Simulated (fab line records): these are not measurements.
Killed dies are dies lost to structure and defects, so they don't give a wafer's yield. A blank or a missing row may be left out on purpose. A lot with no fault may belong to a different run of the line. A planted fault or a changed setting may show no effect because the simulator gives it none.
A lot that was struck, set against a sound lot / flow n5_finfet / 38 out of 1938 route steps
Sound: the wafers L320.2, L320.3, L320.5. The struck wafers were L312.2, L312.4, L312.6. The cause comes at the end.
At each step with rows: each side's tool, then ch and its chambers, then its first start. Under that, the readings that differ: sound wafers / struck wafers / difference of the means / sigmas: that difference in standard deviations of wafers without a fault.
alike: a reading whose means differ by less than 2 such deviations, as well as words and numbers matching on both sides. not compared: withheld readings; readings where some wafer has no value; bounds like >300 that might hide an equal value; numbers whose values overlap and for which the record gives no deviation.
A row with sigmas, a row that says differs or no value, or rows on one side alone: a step with any of these is where the two part. When numbers do not overlap yet have no deviation, they are printed without sigmas and do not part them. A reading missing from all wafers of one side parts the sides only when that side holds two or more wafers.

first, 11 steps without rows for these wafers: N5_BEOL_M0_SAQP_ETCH_102 (etches SiO2 in CF4, target depth 4 nm, time 4.4 s); N5_BEOL_M0_SAQP_MANDREL_ETCH_103 (etches a-Si in HBr/Cl2, stops on SiCN, target depth 45 nm, bt time 10 s, time 27 s); N5_BEOL_M0_SAQP_RECESS_104 (chemistry HF/NH3, target SiO2, target depth 18 nm, afs cycles 3, sublimation time 60 s); N5_BEOL_M0_SAQP_COAT_105 (time 60 s, resist thk 100 nm); N5_BEOL_M0_SAQP_ETCH_106 (etches SOC in N2/H2, stops on SiNx, target depth 150 nm); N5_BEOL_M0_SAQP_ETCH_107 (etches SiNx in CH3F/O2, target depth 30 nm); N5_BEOL_M0_SAQP_STRIP_108 (strips in N2/H2); N5_BEOL_M0_SAQP_RECESS_109 (chemistry HF/NH3, target SiO2, target depth 3 nm, afs cycles 1, sublimation time 60 s); N5_BEOL_M0_SAQP_SPACER2_ALD_26 (deposits SiO2, target thk 15 nm, pulse time 1 s, purge time 2 s); N5_BEOL_M0_SAQP_SPACER2_ETCHBACK_27 (etches SiO2 in CHF3/O2, target depth 22.5 nm, time 11.25 s); N5_BEOL_M0_SAQP_MANDREL2_REMOVE_110 (chemistry HBr/Cl2/O2, target a-Si, stops on SiCN, bt time 10 s).
N5_BEOL_M0_SAQP_COAT_69: time 60 s, resist thk 90 nm.
  sound on litho_track-04 ch 0, day 9 06:46; struck on litho_track-03 ch 0, day 7 05:39
reading=spin_speed_rpm (rpm); sound=1500.5 1499.1 1501.4; struck=1712.5 1713.0 1714.1; difference=+212.9; sigmas=+99 or more
reading=model.SOC_of_BEOL_M0_SAQP_COAT_69.thk_nm (nm); sound=89.4 89.4 89.4; struck=84.4 84.4 84.6; difference=-4.9; sigmas=
then, 15 steps without rows for these wafers: N5_BEOL_M0_SAQP_COAT_72 (time 60 s, resist thk 15 nm); N5_BEOL_M0_SAQP_COAT_87 (time 60 s, resist thk 5 nm); N5_BEOL_M0_SAQP_COAT_34 (resist thk 30 nm); N5_BEOL_M0_SAQP_EBR_36; N5_BEOL_M0_SAQP_SOFTBAKE_35 (time 60 s); N5_BEOL_M0_SAQP_EXPOSE_37 (exposes mask M0 CUT1, target cd 30 nm); N5_BEOL_M0_SAQP_PEB_38 (peb time 60 s); N5_BEOL_M0_SAQP_DEVELOP_39 (develop time 30 s); N5_BEOL_M0_SAQP_DESCUM_45 (chemistry O2, time 7 s); N5_BEOL_M0_SAQP_ETCH_88 (etches underlayer in N2/H2, target depth 6.5 nm, time 5.2 s); N5_BEOL_M0_SAQP_ETCH_73 (etches SiARC in CF4, target depth 19.5 nm, time 32.5 s); N5_BEOL_M0_SAQP_CUT_ETCH_46 (etches SOC in N2/H2, target depth 135 nm, overetch 27 nm, time 202.5 s); N5_BEOL_M0_SAQP_STRIP_74 (strips in N2/H2); N5_BEOL_M0_SAQP_STRIP_89 (strips in N2/H2); N5_BEOL_M0_SAQP_ALD_48 (deposits SiO2, target thk 20 nm, pulse time 1 s, co reactant pulse time 1 s).
N5_BEOL_M0_SAQP_ETCH_49: etches SiO2 in CF4/O2, target depth 37 nm.
  sound on rie_diel-03 ch 0,3, day 9 09:16; struck on rie_diel-01 ch 2,3, day 7 06:51
reading=throttle_valve_pct (%); sound=15.77 15.48 15.48; struck=16.21 16.20 15.63; difference=+0.44; sigmas=+2
reading=model.SOC_of_BEOL_M0_SAQP_COAT_69.thk_nm (nm); sound=70 70 69.8; struck=65.4 65.2 65.2; difference=-4.7; sigmas=
  alike: bias_w, drypump_motor_current_A, oes_product_au, rf_vpp_V, showerhead_plenum_p_Torr
  not compared: rf_hours_counter_h
then, 8 steps without rows for these wafers: N5_BEOL_M0_SAQP_STRIP_75 (strips in CF4); N5_BEOL_M0_CUTY_COAT_50 (time 60 s, resist thk 15 nm); N5_BEOL_M0_CUTY_COAT_51 (resist thk 150 nm); N5_BEOL_M0_CUTY_EBR_52; N5_BEOL_M0_CUTY_SOFTBAKE_53 (time 60 s); N5_BEOL_M0_CUTY_EXPOSE_54 (exposes mask M0 ABLK); N5_BEOL_M0_CUTY_PEB_55 (peb time 60 s); N5_BEOL_M0_CUTY_DEVELOP_56 (develop time 30 s).
N5_BEOL_M0_CUTY_ETCH_63: etches SOC in N2/H2, target depth 82.7 nm, overetch 16.5 nm, time 124 s.
  sound on rie_diel-05 ch 0,1,3, day 9 09:49; struck on rie_diel-02 ch 0,2,3, day 7 07:55
reading=model.etch.depth_nm (nm); sound=70.07 69.93 69.8; struck=65.47 65.3 65.1; difference=-4.64; sigmas=
  alike: bias_w, drypump_motor_current_A, oes_product_au, rf_vpp_V, showerhead_plenum_p_Torr, throttle_valve_pct
  not compared: rf_hours_counter_h
-- the record jumps here: 2 days lie between the struck wafers' starts before and after (it left off in module BEOL_M0_CUTY and takes up again in module BEOL_M4, whose first step shown is number 1111 of the route) --
N5_BEOL_M4_RC_MEAS_101:
  sound on prober-01 ch 0, day 11 12:13; struck on prober-01 ch 0, day 9 10:13
reading=IOFF_P (nA/um); sound=0.249 0.247 0.241; struck=0.197 0.170 0.192; difference=-0.059; sigmas=-2
reading=ION_P (uA/um); sound=468 466 472; struck=455 454 452; difference=-15; sigmas=-2
reading=VT_P (mV); sound=-246.1 -248.8 -248.7; struck=-254.0 -257.4 -253.4; difference=-7.1; sigmas=-2
  alike: DIBL_N, DIBL_P, IOFF_N, ION_N, SS_N, SS_P, VT_N

WHERE THEY PART
First at N5_BEOL_M0_SAQP_COAT_69; last, within this record, at N5_BEOL_M4_RC_MEAS_101.

WHY: the cause the simulator had injected
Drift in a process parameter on litho_track-03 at N5_BEOL_M0_SAQP_COAT_69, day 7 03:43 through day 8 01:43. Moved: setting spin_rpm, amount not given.
